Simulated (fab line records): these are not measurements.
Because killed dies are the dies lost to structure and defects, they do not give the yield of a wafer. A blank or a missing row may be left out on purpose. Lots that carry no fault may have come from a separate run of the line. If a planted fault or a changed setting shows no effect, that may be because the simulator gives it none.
Chamber matching || flow n5_finfet || 4 sister chambers for N5_BEOL_M15_DESCUM_33 on rie_diel-04
The step chemistry O2, time 7.9 s. 18 wafers are shown with their chamber, then 9 later ones without.

== EACH WAFER AND ITS CHAMBER ==
{"wafer": "L074.2", "chamber": 3, "showerhead_plenum_p_Torr (Torr)": 2.05, "oes_product_au (a.u.)": 0.87, "drypump_motor_current_A (A)": 6.0}
{"wafer": "L074.4", "chamber": 2, "showerhead_plenum_p_Torr (Torr)": 2.07, "oes_product_au (a.u.)": 0.69, "drypump_motor_current_A (A)": 6.0}
{"wafer": "L074.6", "chamber": 3, "showerhead_plenum_p_Torr (Torr)": 2.05, "oes_product_au (a.u.)": 0.87, "drypump_motor_current_A (A)": 6.0}
{"wafer": "L076.2", "chamber": 3, "showerhead_plenum_p_Torr (Torr)": 2.05, "oes_product_au (a.u.)": 0.87, "drypump_motor_current_A (A)": 6.1}
{"wafer": "L076.3", "chamber": 1, "showerhead_plenum_p_Torr (Torr)": 2.02, "oes_product_au (a.u.)": 0.79, "drypump_motor_current_A (A)": 5.4}
{"wafer": "L076.4", "chamber": 2, "showerhead_plenum_p_Torr (Torr)": 2.07, "oes_product_au (a.u.)": 0.68, "drypump_motor_current_A (A)": 6.0}
{"wafer": "L079.2", "chamber": 2, "showerhead_plenum_p_Torr (Torr)": 2.07, "oes_product_au (a.u.)": 0.69, "drypump_motor_current_A (A)": 5.9}
{"wafer": "L079.3", "chamber": 0, "showerhead_plenum_p_Torr (Torr)": 2.07, "oes_product_au (a.u.)": 0.69, "drypump_motor_current_A (A)": 5.5}
{"wafer": "L079.4", "chamber": 1, "showerhead_plenum_p_Torr (Torr)": 2.02, "oes_product_au (a.u.)": 0.78, "drypump_motor_current_A (A)": 5.4}
{"wafer": "L081.3", "chamber": 0, "showerhead_plenum_p_Torr (Torr)": 2.06, "oes_product_au (a.u.)": 0.69, "drypump_motor_current_A (A)": 5.5}
{"wafer": "L081.5", "chamber": 0, "showerhead_plenum_p_Torr (Torr)": 2.06, "oes_product_au (a.u.)": 0.70, "drypump_motor_current_A (A)": 5.5}
{"wafer": "L081.6", "chamber": 1, "showerhead_plenum_p_Torr (Torr)": 2.02, "oes_product_au (a.u.)": 0.78, "drypump_motor_current_A (A)": 5.4}
{"wafer": "L082.1", "chamber": 0, "showerhead_plenum_p_Torr (Torr)": 2.06, "oes_product_au (a.u.)": 0.69, "drypump_motor_current_A (A)": 5.5}
{"wafer": "L082.3", "chamber": 3, "showerhead_plenum_p_Torr (Torr)": 2.05, "oes_product_au (a.u.)": 0.86, "drypump_motor_current_A (A)": 6.0}
{"wafer": "L082.5", "chamber": 3, "showerhead_plenum_p_Torr (Torr)": 2.05, "oes_product_au (a.u.)": 0.86, "drypump_motor_current_A (A)": 6.0}
{"wafer": "L083.3", "chamber": 3, "showerhead_plenum_p_Torr (Torr)": 2.05, "oes_product_au (a.u.)": 0.85, "drypump_motor_current_A (A)": 6.1}
{"wafer": "L083.4", "chamber": 3, "showerhead_plenum_p_Torr (Torr)": 2.05, "oes_product_au (a.u.)": 0.85, "drypump_motor_current_A (A)": 6.0}
{"wafer": "L083.5", "chamber": 0, "showerhead_plenum_p_Torr (Torr)": 2.06, "oes_product_au (a.u.)": 0.69, "drypump_motor_current_A (A)": 5.5}

SIGNATURES, as means of the wafers listed above
{"reading": "showerhead_plenum_p_Torr", "chamber 0": 2.0620, "chamber 1": 2.0200, "chamber 2": 2.0700, "chamber 3": 2.0500, "scatter within a chamber": 0.00239}
{"reading": "oes_product_au", "chamber 0": 0.6920, "chamber 1": 0.7833, "chamber 2": 0.6867, "chamber 3": 0.8614, "scatter within a chamber": 0.00707}
{"reading": "drypump_motor_current_A", "chamber 0": 5.500, "chamber 1": 5.400, "chamber 2": 5.967, "chamber 3": 6.029, "scatter within a chamber": 0.0387}
Rule: for a wafer and a chamber, the distance is found by dividing, reading by reading, the gap between the wafer's reading and the chamber's mean by the reading's scatter, squaring, summing and taking the root. The wafer belongs to the nearest chamber; if the next one is less than 2 further off, it can't be placed. How the scatter is found: for the shown wafers, subtract from each reading the mean of its chamber, square and add these, divide the total by (wafers less chambers), then take the root.

== WAFERS WHOSE CHAMBER IS MISSING ==
{"wafer": "L087.1", "showerhead_plenum_p_Torr (Torr)": 2.01, "oes_product_au (a.u.)": 0.75, "drypump_motor_current_A (A)": 5.4}
{"wafer": "L087.2", "showerhead_plenum_p_Torr (Torr)": 2.06, "oes_product_au (a.u.)": 0.90, "drypump_motor_current_A (A)": 6.0}
{"wafer": "L087.5", "showerhead_plenum_p_Torr (Torr)": 2.01, "oes_product_au (a.u.)": 0.76, "drypump_motor_current_A (A)": 5.4}
{"wafer": "L093.3", "showerhead_plenum_p_Torr (Torr)": 2.06, "oes_product_au (a.u.)": 0.88, "drypump_motor_current_A (A)": 6.0}
{"wafer": "L093.4", "showerhead_plenum_p_Torr (Torr)": 2.01, "oes_product_au (a.u.)": 0.74, "drypump_motor_current_A (A)": 5.4}
{"wafer": "L093.6", "showerhead_plenum_p_Torr (Torr)": 2.06, "oes_product_au (a.u.)": 0.88, "drypump_motor_current_A (A)": 6.0}
{"wafer": "L091.3", "showerhead_plenum_p_Torr (Torr)": 2.04, "oes_product_au (a.u.)": 0.81, "drypump_motor_current_A (A)": 6.1}
{"wafer": "L091.5", "showerhead_plenum_p_Torr (Torr)": 2.06, "oes_product_au (a.u.)": 0.99, "drypump_motor_current_A (A)": 5.5}
{"wafer": "L091.6", "showerhead_plenum_p_Torr (Torr)": 2.01, "oes_product_au (a.u.)": 0.75, "drypump_motor_current_A (A)": 5.4}

== THE CHAMBER EACH PASSED THROUGH ==
{"wafer": "L087.1", "from the rows above": 1, "in truth": 1}
{"wafer": "L087.2", "from the rows above": 3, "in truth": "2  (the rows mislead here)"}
{"wafer": "L087.5", "from the rows above": 1, "in truth": 1}
{"wafer": "L093.3", "from the rows above": 3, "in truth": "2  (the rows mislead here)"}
{"wafer": "L093.4", "from the rows above": 1, "in truth": 1}
{"wafer": "L093.6", "from the rows above": 3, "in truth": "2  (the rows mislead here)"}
{"wafer": "L091.3", "from the rows above": 3, "in truth": 3}
{"wafer": "L091.5", "from the rows above": 3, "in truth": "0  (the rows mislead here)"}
{"wafer": "L091.6", "from the rows above": 1, "in truth": 1}
Correct placement for 5 of the 9. Left unplaced by these rows: 0. Placed wrongly: 4.
